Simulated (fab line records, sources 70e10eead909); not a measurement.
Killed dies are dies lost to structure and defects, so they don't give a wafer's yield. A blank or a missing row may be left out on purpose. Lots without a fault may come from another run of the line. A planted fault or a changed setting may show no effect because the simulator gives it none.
Chamber matching | flow nand_harc | NHARC_P_M0_DESCUM_14 on rie_diel-02: 4 sister chambers
The step chemistry O2, time 3 s. 4 wafers are shown with their chamber, then 7 later ones without.

WAFERS WITH THEIR CHAMBER
wafer  | chamber | drypump_motor_current_A (A)
L092.1 | 0       | 5.1
L092.4 | 2       | 6.3
L094.3 | 3       | 5.2
L094.4 | 1       | 6.3

WAFERS WITHOUT THEIR CHAMBER
wafer  | drypump_motor_current_A (A)
L094.5 | 5.2
L093.2 | 5.1
L093.4 | 6.3
L093.6 | 6.3
L095.2 | 5.1
L095.4 | 6.4
L095.6 | 5.1

WHICH CHAMBER EACH WENT THROUGH
wafer  | from the rows above     | in truth
L094.5 | 3                       | 3
L093.2 | 0                       | 0
L093.4 | can't be placed: 1 or 2 | 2
L093.6 | can't be placed: 1 or 2 | 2
L095.2 | 0                       | 0
L095.4 | can't be placed: 1 or 2 | 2
L095.6 | 0                       | 0
Placed correctly: 4 of 7. Can't be placed from these rows: 3 (the true chamber is among the candidates in 3). Placed wrongly: 0.
How it was worked out, from the rows above alone: a wafer's distance from a chamber is the root of the sum, over the readings, of the square of ((its reading less the chamber's mean) divided by the reading's scatter). The wafer belongs to the nearest chamber; if the next one is less than 2 further off, it can't be placed. A chamber's mean is the mean of its shown wafers. The scatter: with one shown wafer a chamber, the root of the mean of the squares of how far each hidden wafer lies from its nearest shown one.
